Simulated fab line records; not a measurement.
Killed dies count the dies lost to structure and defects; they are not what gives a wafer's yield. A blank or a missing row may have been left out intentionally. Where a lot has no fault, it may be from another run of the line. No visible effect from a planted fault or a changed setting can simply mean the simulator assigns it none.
Which of the tools did it? | flow n5-finfet | 15 lots with 44 wafers sampled at 3 steps, on a route of 1938 steps

WHAT EACH GAUGE READ, for each wafer
N5_BEOL_M2_THK_MEAS_01.
lot  | measured     | on            | M2_ILD_THK (nm)
L518 | day 6 18:41  | film-metro-02 | 78.6 79.4 78.8
L519 | day 7 05:00  | film-metro-02 | 78.4 80.3 78.7
L520 | day 7 10:20  | film-metro-02 | 79.2 80.5 79.6
L521 | day 7 18:22  | film-metro-02 | 78.9 78.2 80.1
L522 | day 8 08:16  | film-metro-02 | 79.2 79.6 79.1
L524 | day 8 16:49  | film-metro-01 | 78.6 79.6 78.5
L525 | day 8 21:13  | film-metro-02 | 78.5 79.1 80.6
L526 | day 9 07:08  | film-metro-01 | 78.0 77.3 79.8
L527 | day 9 15:02  | film-metro-01 | 78.7 79.6 78.3
L528 | day 9 15:13  | film-metro-02 | 77.0 81.4 79.0
L535 | day 10 21:01 | film-metro-01 | 78.2 76.8 79.3
L536 | day 12 02:45 | film-metro-02 | 78.6 77.2 79.9
L537 | day 12 05:15 | film-metro-01 | 78.2 78.2
L538 | day 12 06:50 | film-metro-02 | 79.0 78.1 77.1
L539 | day 12 10:33 | film-metro-02 | 78.5 80.6 79.7

WHAT TOOL EACH LOT RAN ON (gives the tool, then ch and the chambers of the sampled wafers, and finally the start)
lot  | N5_BEOL_M1_ANNEAL_51             | N5_BEOL_M2_ILD_DEP_00
L518 | rtp-anneal-01 ch 0, day 6 17:44  | pecvd-04 ch 0,1, day 6 18:37
L519 | rtp-anneal-02 ch 0, day 7 04:03  | pecvd-02 ch 1,2, day 7 04:55
L520 | rtp-anneal-01 ch 0, day 7 09:18  | pecvd-02 ch 1,2, day 7 10:15
L521 | rtp-anneal-01 ch 0, day 7 17:28  | pecvd-03 ch 1,2, day 7 18:18
L522 | rtp-anneal-01 ch 0, day 8 07:16  | pecvd-03 ch 0, day 8 08:10
L524 | rtp-anneal-01 ch 0, day 8 15:50  | pecvd-02 ch 0,1,2, day 8 16:45
L525 | rtp-anneal-01 ch 0, day 8 20:17  | pecvd-02 ch 0,1, day 8 21:09
L526 | rtp-anneal-01 ch 0, day 9 06:09  | pecvd-03 ch 0,1,2, day 9 07:04
L527 | rtp-anneal-01 ch 0, day 9 14:07  | pecvd-04 ch 0,1, day 9 14:58
L528 | rtp-anneal-02 ch 0, day 9 14:07  | pecvd-03 ch 1,2, day 9 15:09
L535 | rtp-anneal-02 ch 0, day 10 20:01 | pecvd-02 ch 0,2, day 10 20:56
L536 | rtp-anneal-01 ch 0, day 12 01:46 | pecvd-03 ch 0,1,2, day 12 02:41
L537 | rtp-anneal-01 ch 0, day 12 04:16 | pecvd-02 ch 0,1, day 12 05:11
L538 | rtp-anneal-02 ch 0, day 12 05:32 | pecvd-02 ch 0,1,2, day 12 06:46
L539 | rtp-anneal-01 ch 0, day 12 09:34 | pecvd-02 ch 0,2, day 12 10:29
- N5_BEOL_M1_ANNEAL_51: time 90 s.
- N5_BEOL_M2_ILD_DEP_00: deposits SiOC from DEMS/O2, target thk 79 nm, time 15.3 s.

AS READ BY THE TOOLS THEMSELVES (means over the sampled wafers that have a number; for cases with no such wafer, the mark the record gives instead)
N5_BEOL_M1_ANNEAL_51.
lot  | tool          | wafer_temp_C_max
L518 | rtp-anneal-01 | 226.20
L519 | rtp-anneal-02 | 226.30
L520 | rtp-anneal-01 | 226.16
L521 | rtp-anneal-01 | 225.92
L522 | rtp-anneal-01 | 225.76
L524 | rtp-anneal-01 | 225.88
L525 | rtp-anneal-01 | 226.19
L526 | rtp-anneal-01 | 226.07
L527 | rtp-anneal-01 | 226.16
L528 | rtp-anneal-02 | 226.36
L535 | rtp-anneal-02 | 226.14
L536 | rtp-anneal-01 | 226.03
L537 | rtp-anneal-01 | 226.00
L538 | rtp-anneal-02 | 226.20
L539 | rtp-anneal-01 | 226.00

N5_BEOL_M2_ILD_DEP_00.
lot  | tool     | heater-power-w (W) | showerhead-plenum-p-Torr (Torr) | throttle-valve-pct (%)
L518 | pecvd-04 | 469                | 5.710                           | 12.3
L519 | pecvd-02 | 504                | 5.674                           | 11.3
L520 | pecvd-02 | 476                | 5.688                           | 11.5
L521 | pecvd-03 | 446                | 5.692                           | 12.2
L522 | pecvd-03 | 496                | 5.704                           | 12.6
L524 | pecvd-02 | 481                | 5.681                           | 11.8
L525 | pecvd-02 | 461                | 5.678                           | 12.1
L526 | pecvd-03 | 472                | 5.691                           | 12.0
L527 | pecvd-04 | 447                | 5.705                           | 12.4
L528 | pecvd-03 | 457                | 5.685                           | 11.4
L535 | pecvd-02 | 508                | 5.685                           | 12.0
L536 | pecvd-03 | 443                | 5.683                           | 12.1
L537 | pecvd-02 | 474                | 5.691                           | 12.1
L538 | pecvd-02 | 451                | 5.683                           | 11.8
L539 | pecvd-02 | 498                | 5.685                           | 12.1

THE ANSWER, worked out from the rows above alone
Rule: what is usual is taken from the lots themselves. Put in order of their means at a reading, lots are off if they are a third of the lots or fewer, leave a main group of 4 or more, and stand apart from it by a gap of 3 or more times the standard deviation of the main group's means; of several such gaps the widest counts. A main group whose means are all the same, to the digits that the tables above print for the reading, isn't used. Also off: a lot with no number at a reading for which 4 or more lots have one. Where the step has rows for the other lots, those lots are counted as sound. Order of review: gauges by route order, followed by the tools' own readings, for which a lot's mean as printed above is used. The first step at which some lot is off is used, and at that step the reading that is off furthest; a lot without a number counts as furthest.
None of the lots is off at any reading shown; this tells nothing.

WHAT THE SIMULATOR HAD PUT IN
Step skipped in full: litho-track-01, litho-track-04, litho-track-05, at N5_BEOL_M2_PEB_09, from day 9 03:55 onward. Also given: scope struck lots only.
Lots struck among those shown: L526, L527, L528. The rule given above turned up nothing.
